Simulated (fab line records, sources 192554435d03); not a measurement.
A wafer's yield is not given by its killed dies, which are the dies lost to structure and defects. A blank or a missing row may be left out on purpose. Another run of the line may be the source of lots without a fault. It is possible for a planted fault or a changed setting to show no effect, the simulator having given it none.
Which of the tools did it? ; flow n5-finfet ; 11 lots, 32 wafers sampled, at 5 steps of a route of 1938

## WHAT THE GAUGES READ, wafer by wafer
The record holds no reading of a measuring or inspecting step that can be judged against a usual standard deviation.

## EACH LOT AND THE TOOL THAT RAN IT (in order: tool; ch and the chambers of the sampled wafers; start)
lot;N5_BEOL_M10_DESCUM_16;N5_BEOL_M10_STRIP_67;N5_BEOL_M10_STRIP_19;N5_BEOL_M10_EXPOSE_25;N5_PASSIVATION_PROBE_49
L207;rie-diel-02 ch 0,1,3, day 9 23:53;rie-diel-02 ch 0,1,3, day 10 00:07;rie-diel-06 ch 0,2,3, day 10 00:17;arfi-scanner-01 ch 0, day 10 02:11;-
L208;rie-diel-01 ch 0,2,3, day 10 14:11;rie-diel-01 ch 0,2,3, day 10 14:25;rie-diel-01 ch 0,1,2, day 10 14:34;arfi-scanner-01 ch 0, day 10 15:04;-
L209;rie-diel-01 ch 0,1,3, day 10 19:02;rie-diel-01 ch 0,1,3, day 10 19:16;rie-diel-01 ch 1,3, day 10 19:28;arfi-scanner-01 ch 0, day 10 21:12;-
L211;rie-diel-06 ch 1,2,3, day 11 03:59;rie-diel-06 ch 1,2,3, day 11 04:13;rie-diel-01 ch 0,1,3, day 11 04:26;arfi-scanner-01 ch 0, day 11 04:40;-
L213;rie-diel-01 ch 0,1, day 11 20:03;rie-diel-01 ch 0,1, day 11 20:23;rie-diel-06 ch 0,2,3, day 11 20:34;arfi-scanner-01 ch 0, day 11 21:31;-
L214;rie-diel-02 ch 1,2,3, day 11 23:17;rie-diel-02 ch 1,2,3, day 11 23:31;rie-diel-02 ch 1,2,3, day 11 23:43;arfi-scanner-02 ch 0, day 12 01:16;-
L216;rie-diel-06 ch 2, day 12 16:52;rie-diel-06 ch 2, day 12 17:05;rie-diel-06 ch 0,3, day 12 17:14;arfi-scanner-01 ch 0, day 12 17:36;-
L221;rie-diel-01 ch 0,2, day 13 16:50;rie-diel-01 ch 0,2, day 13 17:04;rie-diel-06 ch 0,3, day 13 17:13;arfi-scanner-03 ch 0, day 13 18:14;prober-01, day 15 19:21
L223;rie-diel-02 ch 0,1,2, day 13 23:58;rie-diel-02 ch 0,1,2, day 14 00:12;rie-diel-02 ch 0,1,3, day 14 00:21;arfi-scanner-03 ch 0, day 14 02:11;-
L225;rie-diel-01 ch 0,1,2, day 14 10:51;rie-diel-01 ch 0,1,2, day 14 11:05;rie-diel-01 ch 2,3, day 14 11:14;arfi-scanner-02 ch 0, day 14 12:55;-
L228;rie-diel-06 ch 1,2,3, day 14 19:44;rie-diel-06 ch 1,2,3, day 14 19:58;rie-diel-01 ch 0,1,3, day 14 20:07;arfi-scanner-02 ch 0, day 14 20:20;-
- N5_BEOL_M10_DESCUM_16: chemistry O2, time 7.9 s.
- N5_BEOL_M10_STRIP_67: strips in CF4.
- N5_BEOL_M10_STRIP_19: strips in O2.
- N5_BEOL_M10_EXPOSE_25: exposes mask V9.
- N5_PASSIVATION_PROBE_49

## AS READ BY THE TOOLS THEMSELVES (means over the sampled wafers that have a number; for cases with no such wafer, the mark the record gives instead)
N5_BEOL_M10_DESCUM_16.
lot;tool;drypump-motor-current-A (A);oes-product-au (a.u.);rf-vpp-V (V);showerhead-plenum-p-Torr (Torr);throttle-valve-pct (%)
L207;rie-diel-02;6.0;0.79;243.5;2.13;20.29
L208;rie-diel-01;5.6;0.73;242.4;2.10;20.62
L209;rie-diel-01;5.8;0.76;243.6;2.12;20.42
L211;rie-diel-06;5.6;0.78;242.9;2.09;20.56
L213;rie-diel-01;5.6;0.74;242.5;2.05;20.50
L214;rie-diel-02;6.2;0.72;241.8;2.11;20.39
L216;rie-diel-06;5.4;0.71;244.2;2.16;20.88
L221;rie-diel-01;5.2;0.86;242.7;2.08;20.50
L223;rie-diel-02;6.0;0.86;244.4;2.18;20.22
L225;rie-diel-01;5.4;0.80;243.1;2.10;20.45
L228;rie-diel-06;5.6;0.75;243.1;2.08;20.61

N5_BEOL_M10_STRIP_67.
lot;tool;drypump-motor-current-A (A);oes-product-au (a.u.);rf-vpp-V (V);showerhead-plenum-p-Torr (Torr);throttle-valve-pct (%)
L207;rie-diel-02;6.0;0.79;272.2;1.82;13.46
L208;rie-diel-01;5.6;0.73;271.4;1.81;13.85
L209;rie-diel-01;5.8;0.77;271.9;1.82;13.64
L211;rie-diel-06;5.6;0.78;270.2;1.80;13.74
L213;rie-diel-01;5.6;0.74;270.0;1.77;13.75
L214;rie-diel-02;6.2;0.72;271.3;1.81;13.58
L216;rie-diel-06;5.4;0.71;272.0;1.84;14.02
L221;rie-diel-01;5.2;0.85;270.6;1.79;13.63
L223;rie-diel-02;6.0;0.84;271.8;1.86;13.33
L225;rie-diel-01;5.4;0.80;271.4;1.80;13.65
L228;rie-diel-06;5.6;0.75;271.5;1.79;13.83

N5_BEOL_M10_STRIP_19.
lot;tool;drypump-motor-current-A (A);oes-product-au (a.u.);rf-vpp-V (V);showerhead-plenum-p-Torr (Torr);throttle-valve-pct (%)
L207;rie-diel-06;5.8;0.79;3.5;2.10;16.80
L208;rie-diel-01;5.4;0.73;3.4;2.11;16.79
L209;rie-diel-01;5.8;0.79;3.5;2.20;16.53
L211;rie-diel-01;5.8;0.75;3.9;2.12;16.70
L213;rie-diel-06;5.9;0.78;4.0;2.09;16.84
L214;rie-diel-02;6.2;0.72;3.4;2.12;16.66
L216;rie-diel-06;6.1;0.79;3.5;2.06;16.73
L221;rie-diel-06;6.2;0.77;3.6;2.07;16.81
L223;rie-diel-02;6.0;0.85;3.5;2.12;16.43
L225;rie-diel-01;5.8;0.79;3.9;2.16;16.71
L228;rie-diel-01;5.8;0.73;4.3;2.11;16.76

N5_BEOL_M10_EXPOSE_25.
lot;tool;exposure-dose-mJ-cm2
L207;arfi-scanner-01;85.50
L208;arfi-scanner-01;85.33
L209;arfi-scanner-01;85.47
L211;arfi-scanner-01;83.33
L213;arfi-scanner-01;83.78
L214;arfi-scanner-02;85.50
L216;arfi-scanner-01;84.33
L221;arfi-scanner-03;85.55
L223;arfi-scanner-03;85.28
L225;arfi-scanner-02;85.57
L228;arfi-scanner-02;85.42

N5_PASSIVATION_PROBE_49.
lot;tool;defect-limited-yield (%);killed_at_M0_to_M3;killed_at_M4_up;killed-at-contacts;killed-at-front-end;killed-at-other;killed-dies;killed-open;killed-short;sort_bin_5_function (%);sort_bin_6_memory (%);sort-n-pass;sort-yield-pct (%)
L221;prober-01;91.0;29;11;13;49;4.3;106;75;29;5.1;3.6;1074;91.0

## THE ANSWER, worked out from the rows above alone
Rule: usual is defined by the lots themselves. The widest of any qualifying gaps counts: lots, ordered by their means at a reading, are off when they make up no more than a third of the lots, leave a main group of 4 or more, and stand apart from it by 3 or more times the standard deviation of that group's means. A main group is skipped when, at the precision printed for the reading in the tables above, its means are all equal. A lot without any number at a reading at which 4 lots or more have one is off too. The other lots that the step has rows for count as sound. After the gauges, taken in route order, come the tools' own readings; for these a lot's mean is taken, as printed above. The first step at which some lot is off is used, and at that step the reading that is off furthest; a lot without a number counts as furthest.
Off, at N5_BEOL_M10_EXPOSE_25 on exposure-dose-mJ-cm2: L211, L213, L216. Main group: mean 85.45, sd 0.096.
If a tool, at that step or one of the process steps before it, ran each lot that is off and ran no sound lot following the first of them, it fits. One fits: arfi-scanner-01 at N5_BEOL_M10_EXPOSE_25. Its last sound lot is L209 (day 10 21:12), its first lot that is off L211 (day 11 04:40): a fault that began between those two fits.
The tool's own readings at N5_BEOL_M10_EXPOSE_25 bear it out: on the lots that are off they differ by more than 5 times the standard deviation of the sound lots' means. exposure-dose-mJ-cm2 reads 83.81 there against 85.45 on the sound lots.

## WHAT THE SIMULATOR PUT IN
Drift in process parameters on arfi-scanner-01 at N5_BEOL_M10_EXPOSE_25, starting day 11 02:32. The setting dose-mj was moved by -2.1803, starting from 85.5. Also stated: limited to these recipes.
Shown lots that were struck: L211, L213, L216. This agrees with what the rule above found.
